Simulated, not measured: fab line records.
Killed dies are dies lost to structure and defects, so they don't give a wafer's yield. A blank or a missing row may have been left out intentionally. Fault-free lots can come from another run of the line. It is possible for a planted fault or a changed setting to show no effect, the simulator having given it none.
2 desks looking at one fault | flow n5-finfet | every desk sees just its own numbers, and what lay behind them comes last

## THE METROLOGY DESK
What the gauges read for every lot (on any tool): the sampled wafers with a number, averaged. The brackets show how far a lot's mean lies from the usual mean; more than 4 standard deviations puts the lot out of limits, marked OUT.
Columns: A = cd-nm at N5_BEOL_M14_CD_MEAS_17, usual 250.0 nm
lot  | first seen here | A
L893 | day 11 16:10    | 247.3
L895 | day 12 14:03    | 247.6
L898 | day 12 23:07    | 247.9
L897 | day 13 11:44    | 251.1
L899 | day 13 12:31    | 248.6
L907 | day 15 07:23    | 250.7
L905 | day 15 07:27    | 249.2
L909 | day 15 08:24    | 247.5
L908 | day 15 09:05    | 251.2
L913 | day 17 02:30    | 248.2
Result from this desk: across the 10 lots, nothing is out of limits.

## TOOL OWNER'S DESK, pvd-sputter-01
The tool's own readings at N5_BEOL_M14_SPUTTER_43 (material TaN, target thk 15 nm, time 24.19 s): means of the sampled wafers that have a number, for each lot that ran on this tool. The brackets show how far a lot's mean lies from the usual mean; more than 4 standard deviations puts the lot out of limits, marked OUT.
Columns: A = throttle-valve-pct at N5_BEOL_M14_SPUTTER_43, usual 29.9 %
lot  | first seen here | A
L893 | day 11 20:44    | 29.8
L895 | day 12 16:20    | 29.9
L897 | day 13 15:58    | 30.2
L899 | day 13 18:30    | 30.1
L913 | day 17 04:40    | 29.3
Result from this desk: across the 5 lots, nothing is out of limits.

## TAKEN TOGETHER
At the metrology desk, nothing out of limits was observed.
Nothing out of limits was seen by the tool owner's desk.

## WHAT THE SIMULATOR HAD PUT IN
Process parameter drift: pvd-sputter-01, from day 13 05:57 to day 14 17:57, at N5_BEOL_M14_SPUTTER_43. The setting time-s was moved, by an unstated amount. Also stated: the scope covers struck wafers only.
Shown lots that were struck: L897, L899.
